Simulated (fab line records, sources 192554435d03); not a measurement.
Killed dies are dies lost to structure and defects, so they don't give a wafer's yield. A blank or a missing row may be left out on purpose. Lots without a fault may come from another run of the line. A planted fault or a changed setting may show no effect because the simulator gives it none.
Tool commonality check | flow n5_finfet | 7 lots, 19 wafers sampled

WHY IT WAS OPENED
At N5_BEOL_M8_CD_MEAS_11 the reading cd_nm is flagged on 2 of 7 lots. Wafers without a fault read 38.5 nm, standard deviation 0.67.
Rule: a lot is flagged when every wafer of it that has a number lies more than 4 standard deviations from that mean, or none has a number. The other lots count as sound.

lot  | measured     | on        | cd_nm (nm), wafer by wafer | flag
L262 | day 10 13:16 | cd_sem-03 | 38.1 39.1                  |
L268 | day 11 23:31 | cd_sem-03 | 38.8 37.3 37.3             |
L264 | day 12 04:44 | cd_sem-02 | 38.3 39.2 39.5             |
L279 | day 15 09:12 | cd_sem-02 | 43.4 43.9 43.5             | FLAGGED
L280 | day 15 11:10 | cd_sem-02 | 43.8 43.0 43.4             | FLAGGED
L283 | day 15 14:30 | cd_sem-03 | 38.6 38.3                  |
L282 | day 15 19:25 | cd_sem-01 | 37.3 37.2 37.5             |
The numbers of the flagged lots are 43.5 nm on average: +5.0 nm against the usual, or +7 standard deviations.

WHICH TOOL RAN EACH LOT
The record holds 2 process steps before the reading, out of a route of 1938 steps. In each cell: the tool, then ch and the chambers that the sampled wafers went through, then the start.
lot  | flag    | N5_BEOL_M8_ILD_DEP_00           | N5_BEOL_M8_EXPOSE_08
L262 |         | pecvd-03 ch 0,1, day 10 10:52   | arfi_scanner-03 ch 0, day 10 13:08
L268 |         | pecvd-03 ch 0,1, day 11 21:50   | arfi_scanner-03 ch 0, day 11 23:23
L264 |         | pecvd-01 ch 0,1,2, day 12 01:31 | arfi_scanner-03 ch 0, day 12 04:37
L279 | FLAGGED | pecvd-03 ch 0,1, day 15 08:02   | arfi_scanner-03 ch 0, day 15 09:04
L280 | FLAGGED | pecvd-03 ch 0,1,2, day 15 09:16 | arfi_scanner-03 ch 0, day 15 11:02
L283 |         | pecvd-04 ch 0, day 15 11:54     | arfi_scanner-02 ch 0, day 15 14:23
L282 |         | pecvd-03 ch 0,1,2, day 15 17:38 | arfi_scanner-01 ch 0, day 15 19:19
What these steps do:
- N5_BEOL_M8_ILD_DEP_00: deposits SiCOH lowk from DEMS/porogen, target thk 179.75 nm, time 33.4 s.
- N5_BEOL_M8_EXPOSE_08: exposes mask M8.
- N5_BEOL_M8_CD_MEAS_11: target cd 38.5 nm.

FLAGGED OVER TOTAL, TOOL BY TOOL (the gauges that took the reading come last)
step                  | tool            | lots run | flagged | share of the flagged lots | sound lots run after its first flagged lot
N5_BEOL_M8_ILD_DEP_00 | pecvd-01        | 1        | 0       | none                      | -
N5_BEOL_M8_ILD_DEP_00 | pecvd-03        | 5        | 2       | all                       | 1 (L282)
N5_BEOL_M8_ILD_DEP_00 | pecvd-04        | 1        | 0       | none                      | -
N5_BEOL_M8_EXPOSE_08  | arfi_scanner-01 | 1        | 0       | none                      | -
N5_BEOL_M8_EXPOSE_08  | arfi_scanner-02 | 1        | 0       | none                      | -
N5_BEOL_M8_EXPOSE_08  | arfi_scanner-03 | 5        | 2       | all                       | 0
N5_BEOL_M8_CD_MEAS_11 | cd_sem-01       | 1        | 0       | none                      | -
N5_BEOL_M8_CD_MEAS_11 | cd_sem-02       | 3        | 2       | all                       | 0
N5_BEOL_M8_CD_MEAS_11 | cd_sem-03       | 3        | 0       | none                      | -

WHAT THE TABLE ALLOWS
3 rows of the table ran every flagged lot: pecvd-03 at N5_BEOL_M8_ILD_DEP_00, arfi_scanner-03 at N5_BEOL_M8_EXPOSE_08, cd_sem-02 at N5_BEOL_M8_CD_MEAS_11.
- pecvd-03 at N5_BEOL_M8_ILD_DEP_00: 2 of its 5 lots flagged. Sound lots ran on it after the first flagged one (L282), which a lasting fault on the whole tool wouldn't allow.
- arfi_scanner-03 at N5_BEOL_M8_EXPOSE_08: 2 of its 5 lots flagged. Its last sound lot is L264 (day 12 04:37), its first flagged lot L279 (day 15 09:04): a fault that began between those two fits. Its own readings lie more than 4 standard deviations out on every wafer of the flagged lots: exposure_dose_mJ_cm2.
- cd_sem-02 at N5_BEOL_M8_CD_MEAS_11: 2 of its 3 lots flagged. Its last sound lot is L264 (day 12 04:44), its first flagged lot L279 (day 15 09:12): a fault that began between those two fits.
Counting lots can't tell these 2 tools apart, because each fits a fault that began at some hour. More lots, or a look at what each step does to the wafer, might.

WHAT THE SIMULATOR HAD PUT IN
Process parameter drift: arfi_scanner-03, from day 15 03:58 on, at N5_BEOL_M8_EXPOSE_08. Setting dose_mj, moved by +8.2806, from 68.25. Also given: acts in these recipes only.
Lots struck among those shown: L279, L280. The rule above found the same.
